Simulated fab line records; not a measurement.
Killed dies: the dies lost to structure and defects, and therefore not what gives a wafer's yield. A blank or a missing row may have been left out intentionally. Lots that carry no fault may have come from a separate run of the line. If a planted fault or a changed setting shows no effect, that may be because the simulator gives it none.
Split-lot study / flow n5Finfet / 21 wafers read across 7 lots, on a route 1938 steps long

== ABOUT THE SPLIT ==
At N5_BEOL_M15_CMP_49 (polishes, stops on SiO2, t overpolish 4.9 s, target thk 850 nm), the setting downForcePsi was moved away from the recipe's 2 psi on 7 of the 21 wafers read, by -17.0% to +14.0%. All remaining wafers had this setting at the recipe value.

The reading is taken at the split's own step.

== THE READING ==
barrierFieldEndpointS, in s, at N5_BEOL_M15_CMP_49 (polishes, stops on SiO2, t overpolish 4.9 s, target thk 850 nm). Fault-free wafers of this fab line usually give 11.44 s, standard deviation 0.29 s.

wafer=L075.1; tool, chamber at the split=cmp-03, 1; downForcePsi as run, psi=2; against the recipe=recipe; barrierFieldEndpointS, s=11.64; against lot-mates on the recipe=-
wafer=L075.6; tool, chamber at the split=cmp-03, 1; downForcePsi as run, psi=2.173; against the recipe=+8.7%; barrierFieldEndpointS, s=10.67; against lot-mates on the recipe=-0.97
wafer=L075.5; tool, chamber at the split=cmp-03, 2; downForcePsi as run, psi=2.173; against the recipe=+8.7%; barrierFieldEndpointS, s=10.88; against lot-mates on the recipe=-0.76
wafer=L083.2; tool, chamber at the split=cmp-02, 0; downForcePsi as run, psi=2; against the recipe=recipe; barrierFieldEndpointS, s=11.06; against lot-mates on the recipe=-
wafer=L083.6; tool, chamber at the split=cmp-02, 0; downForcePsi as run, psi=2; against the recipe=recipe; barrierFieldEndpointS, s=10.90; against lot-mates on the recipe=-
wafer=L083.5; tool, chamber at the split=cmp-02, 1; downForcePsi as run, psi=2; against the recipe=recipe; barrierFieldEndpointS, s=11.20; against lot-mates on the recipe=-
wafer=L086.2; tool, chamber at the split=cmp-03, 2; downForcePsi as run, psi=1.66; against the recipe=-17.0%; barrierFieldEndpointS, s=14.58; against lot-mates on the recipe=no lot-mate on the recipe
wafer=L086.3; tool, chamber at the split=cmp-03, 3; downForcePsi as run, psi=1.66; against the recipe=-17.0%; barrierFieldEndpointS, s=14.01; against lot-mates on the recipe=no lot-mate on the recipe
wafer=L086.4; tool, chamber at the split=cmp-03, 0; downForcePsi as run, psi=1.66; against the recipe=-17.0%; barrierFieldEndpointS, s=14.47; against lot-mates on the recipe=no lot-mate on the recipe
wafer=L087.1; tool, chamber at the split=cmp-01, 0; downForcePsi as run, psi=2; against the recipe=recipe; barrierFieldEndpointS, s=11.41; against lot-mates on the recipe=-
wafer=L087.4; tool, chamber at the split=cmp-01, 2; downForcePsi as run, psi=2.28; against the recipe=+14.0%; barrierFieldEndpointS, s=9.74; against lot-mates on the recipe=-1.67
wafer=L087.6; tool, chamber at the split=cmp-01, 1; downForcePsi as run, psi=2.28; against the recipe=+14.0%; barrierFieldEndpointS, s=10.06; against lot-mates on the recipe=-1.35
wafer=L090.1; tool, chamber at the split=cmp-02, 1; downForcePsi as run, psi=2; against the recipe=recipe; barrierFieldEndpointS, s=11.65; against lot-mates on the recipe=-
wafer=L090.4; tool, chamber at the split=cmp-02, 2; downForcePsi as run, psi=2; against the recipe=recipe; barrierFieldEndpointS, s=11.37; against lot-mates on the recipe=-
wafer=L090.5; tool, chamber at the split=cmp-02, 1; downForcePsi as run, psi=2; against the recipe=recipe; barrierFieldEndpointS, s=11.77; against lot-mates on the recipe=-
wafer=L091.2; tool, chamber at the split=cmp-02, 2; downForcePsi as run, psi=2; against the recipe=recipe; barrierFieldEndpointS, s=11.20; against lot-mates on the recipe=-
wafer=L091.4; tool, chamber at the split=cmp-02, 1; downForcePsi as run, psi=2; against the recipe=recipe; barrierFieldEndpointS, s=11.65; against lot-mates on the recipe=-
wafer=L091.6; tool, chamber at the split=cmp-02, 3; downForcePsi as run, psi=2; against the recipe=recipe; barrierFieldEndpointS, s=11.40; against lot-mates on the recipe=-
wafer=L095.2; tool, chamber at the split=cmp-03, 2; downForcePsi as run, psi=2; against the recipe=recipe; barrierFieldEndpointS, s=11.34; against lot-mates on the recipe=-
wafer=L095.1; tool, chamber at the split=cmp-03, 3; downForcePsi as run, psi=2; against the recipe=recipe; barrierFieldEndpointS, s=11.15; against lot-mates on the recipe=-
wafer=L095.3; tool, chamber at the split=cmp-03, 1; downForcePsi as run, psi=2; against the recipe=recipe; barrierFieldEndpointS, s=11.21; against lot-mates on the recipe=-

THE FIT
A straight line over all 21 wafers: barrierFieldEndpointS changes by -0.144 s for each +1% of downForcePsi; r = -0.96; the points scatter about the line by 0.38 s.
The same after taking each lot's own level away (the mean of its wafers on the recipe; 18 wafers): -0.106 s for each +1%; r = -0.97; scatter 0.14 s.
According to that fit, moving downForcePsi by its largest amount changes the reading by 1.8 s.
Across the lots, their own levels run from 11.053 to 11.640 s, a range of 2.0 times the standard deviation given above.
Hence the slope depends on the lot-to-lot level, as the two fits are not the same.
Check: with one of the wafers moved furthest among these (+14.0%) left out of the fit, the line predicts -1.37 s for it against its lot-mates. It came out at -1.67 s against them.
Tool readings at the split's step, against how far the setting was moved: barrierFieldEndpointS r = -0.96.

== THESE WAFERS: OTHER SPLITS ==
Before the reading, these wafers also passed through other splits. Each is held against what the fit with the lots' levels taken away leaves over:
other split on the same wafers=N5_BEOL_M11_COAT_22 spinRpm; wafers away from the commonest value=9; r with barrierFieldEndpointS (lot level and that fit taken away)=-0.35
other split on the same wafers=N5_BEOL_M13_COAT_58 spinRpm; wafers away from the commonest value=5; r with barrierFieldEndpointS (lot level and that fit taken away)=+0.05
other split on the same wafers=N5_BEOL_M14_EXPOSE_25 doseMj; wafers away from the commonest value=3; r with barrierFieldEndpointS (lot level and that fit taken away)=+0.08
other split on the same wafers=N5_BEOL_M14_DEVELOP_27 developTimeS; wafers away from the commonest value=8; r with barrierFieldEndpointS (lot level and that fit taken away)=-0.17

== THE FILE'S OWN FIT ==
barrierFieldEndpointS changes by -0.106 s for each +1% of downForcePsi, r = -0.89.
